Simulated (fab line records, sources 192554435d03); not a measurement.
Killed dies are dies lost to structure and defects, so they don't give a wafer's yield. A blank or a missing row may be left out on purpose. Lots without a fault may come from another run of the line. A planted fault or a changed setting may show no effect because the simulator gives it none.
Problem report in the 8D (eight disciplines) form, filled by code | flow n5_finfet | the parts of the form that need people (team, actions taken, sign-off) are left out
Where a reading is given only as a bound, like >300, the bound stands for it, and a mean or a difference that rests on one is marked > or <: the true number lies beyond.

1. THE PROBLEM
raw_defect_count at N5_HKMG_FIN_INSPECT_14 reads a mean of >300 on 1 wafer of 1 lot; wafers without a fault read 2.3 with a standard deviation of 1.5. That is +99 or more standard deviations from the usual mean.
The step: inspects for defects (macro).
First seen on wafer L607.2, day 7 18:40, on defect_inspect-01. The record holds 27 wafers of 9 lots with a number at this step. Rule for "out", or "out of limits": more than 4 standard deviations from the usual mean. The other wafers with a number count as sound.

2. WHAT IT IS AND WHAT IT IS NOT
question                    | is                | is not
which readings at this step | raw_defect_count  | -
which lots                  | L607              | L594, L596, L599, L600, L611, L612, L614, L616
which wafers of those lots  | L607.2            | L607.3, L607.5
read on which gauges        | defect_inspect-01 | defect_inspect-02
when                        | from day 7 18:40  | up to then (14 sound wafers); but 12 sound wafers of L611, L612, L614, L616 came after

3. SUSPECTS, AND WHAT RULES EACH OUT
Counting: a tool at a process step up to the reading stays a suspect if it ran every lot that is out. Sound lots after the first of them don't rule it out here, since some wafers of a struck lot are sound.
- the gauge at N5_HKMG_FIN_INSPECT_14: ruled out. All the wafers that are out were read on defect_inspect-01, but those of them that N5_PASSIVATION_PROBE_49 has rows for are out there too, on other tools.
- wet_bench-05 at N5_HKMG_FIN_WET_ETCH_81 (etches TiN in SC1, stops on HfO2, time 57 s, target depth 6 nm): kept. It ran the lot that is out, L607 (day 7 17:22); its last sound lot up to then is L600 (day 5 20:44).
Left after counting: wet_bench-05 at N5_HKMG_FIN_WET_ETCH_81.

4. THE CAUSE (what the simulator had put in)
Chamber particle source: wet_bench-05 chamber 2, from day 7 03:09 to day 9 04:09, at N5_HKMG_FIN_WET_ETCH_81. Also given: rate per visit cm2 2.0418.
Counting left only this tool.

5. THE CHAIN OF EFFECTS, in route order
Each row: a reading whose mean over the struck wafers that have a number lies more than 3 standard deviations from the usual. Only readings for which the record gives a usual standard deviation are gone through. hours: the time from each lot's start at the first step in this table that gives one to its start at this step, as a median over the lots. sigmas: the change in usual standard deviations.
hours | step                    | reading              | usual  | on struck wafers | change | sigmas
0     | N5_HKMG_FIN_INSPECT_14  | raw_defect_count     | 2.3    | >300             | >+298  | +99 or more
202   | N5_PASSIVATION_PROBE_49 | defect_limited_yield | 91.1 % | 80.6             | -10.5  | -8.1
202   | N5_PASSIVATION_PROBE_49 | killed_at_front_end  | 41     | 164              | +123   | +10
202   | N5_PASSIVATION_PROBE_49 | killed_dies          | 105    | 229              | +124   | +8.3
202   | N5_PASSIVATION_PROBE_49 | killed_on_rim        | 14     | 37               | +23    | +5.5
202   | N5_PASSIVATION_PROBE_49 | sort_bin_5_function  | 5.3 %  | 10.9             | +5.6   | +6.9
202   | N5_PASSIVATION_PROBE_49 | sort_n_pass          | 1075   | 951              | -124   | -8.3
202   | N5_PASSIVATION_PROBE_49 | sort_yield_pct       | 91.1 % | 80.6             | -10.5  | -8.1
The process steps in it:
- N5_PASSIVATION_PROBE_49
Later measuring or inspecting steps at which every struck wafer that the step has a row for has a number for every such reading, and none has moved that far: N5_BEOL_M4_RC_MEAS_101.

6. WHAT WOULD HAVE CAUGHT IT SOONER
In this record the first reading out of limits at a measuring or inspecting step was taken at day 7 18:40, 16 hours after the fault began at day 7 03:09.
All the lots that are out (1) had begun N5_HKMG_FIN_WET_ETCH_81 on wet_bench-05 by day 7 18:40. A hold on the tool at that time would have spared none of them.
